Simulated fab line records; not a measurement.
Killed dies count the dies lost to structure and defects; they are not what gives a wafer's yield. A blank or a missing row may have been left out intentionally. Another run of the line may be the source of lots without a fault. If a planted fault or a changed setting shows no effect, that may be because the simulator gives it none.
Chamber matching	flow n5_finfet	N5_BEOL_M10_ALD_74 on ald_metal-03: 4 sister chambers
The step deposits TaN, target thk 2 nm, pulse time 2 s, purge time 3 s. 8 wafers are shown with their chamber, then 11 later ones without.

== WAFERS PAIRED WITH THEIR CHAMBERS ==
wafer	chamber	heater_power_w (W)	precursor_vessel_carrier_sccm (sccm)
L078.2	2	433	999.9
L081.2	1	362	1004.8
L081.5	1	356	999.9
L082.6	3	396	995.2
L086.3	2	427	996.9
L086.5	0	506	1000.6
L086.6	3	388	996.0
L087.2	0	484	998.1

== WAFERS MISSING THEIR CHAMBER ==
wafer	heater_power_w (W)	precursor_vessel_carrier_sccm (sccm)
L087.4	403	1001.2
L087.5	361	996.3
L094.3	368	1004.7
L094.4	482	1000.1
L094.6	461	999.9
L093.2	329	999.6
L093.3	420	1002.8
L093.4	476	1005.5
L096.2	406	1003.7
L096.3	375	997.6
L096.5	415	1001.1

== WHICH CHAMBER EACH WENT THROUGH ==
wafer	from the rows above	in truth
L087.4	can't be placed: 3 or 2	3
L087.5	can't be placed: 1 or 3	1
L094.3	1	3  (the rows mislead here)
L094.4	0	0
L094.6	can't be placed: 2 or 0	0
L093.2	1	1
L093.3	2	2
L093.4	0	0
L096.2	can't be placed: 2 or 3 or 1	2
L096.3	can't be placed: 3 or 1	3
L096.5	can't be placed: 2 or 3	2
4 of 11 placed correctly. Can't be placed from these rows: 6 (the true chamber is among the candidates in 6). Wrongly placed: 1.
How it was worked out, from the rows above alone: a wafer's distance from a chamber is the root of the sum, over the readings, of the square of ((its reading less the chamber's mean) divided by the reading's scatter). If the next closest chamber is less than 2 further off than the closest, the wafer can't be placed; otherwise it belongs to the closest. The mean given for a chamber averages the wafers shown for that chamber. How the scatter is found: for the shown wafers, subtract from each reading the mean of its chamber, square and add these, divide the total by (wafers less chambers), then take the root.
